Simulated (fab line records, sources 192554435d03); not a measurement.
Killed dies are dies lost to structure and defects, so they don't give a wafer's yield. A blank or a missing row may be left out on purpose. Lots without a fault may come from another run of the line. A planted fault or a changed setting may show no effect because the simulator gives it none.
Chamber matching | flow n5_finfet | N5_SD_EPI_P_DESCUM_14 on rie_diel-01: 4 sister chambers
The step chemistry O2, time 7.9 s. 4 wafers are shown with their chamber, then 7 later ones without.

WAFERS WITH THEIR CHAMBER
wafer  | chamber | drypump_motor_current_A (A)
L081.3 | 3       | 6.0
L085.2 | 0       | 6.1
L087.3 | 1       | 6.3
L087.4 | 2       | 5.1

WAFERS WITHOUT THEIR CHAMBER
wafer  | drypump_motor_current_A (A)
L087.5 | 6.0
L095.1 | 5.1
L095.3 | 6.0
L095.6 | 6.0
L097.1 | 6.4
L097.4 | 6.0
L097.6 | 6.3

WHICH CHAMBER EACH WENT THROUGH
wafer  | from the rows above | in truth
L087.5 | 3                   | 3
L095.1 | 2                   | 2
L095.3 | 3                   | 3
L095.6 | 3                   | 3
L097.1 | 1                   | 1
L097.4 | 3                   | 3
L097.6 | 1                   | 1
Placed correctly: 7 of 7. Can't be placed from these rows: 0. Placed wrongly: 0.
How it was worked out, from the rows above alone: a wafer's distance from a chamber is the root of the sum, over the readings, of the square of ((its reading less the chamber's mean) divided by the reading's scatter). The wafer belongs to the nearest chamber; if the next one is less than 2 further off, it can't be placed. A chamber's mean is the mean of its shown wafers. The scatter: with one shown wafer a chamber, the root of the mean of the squares of how far each hidden wafer lies from its nearest shown one.
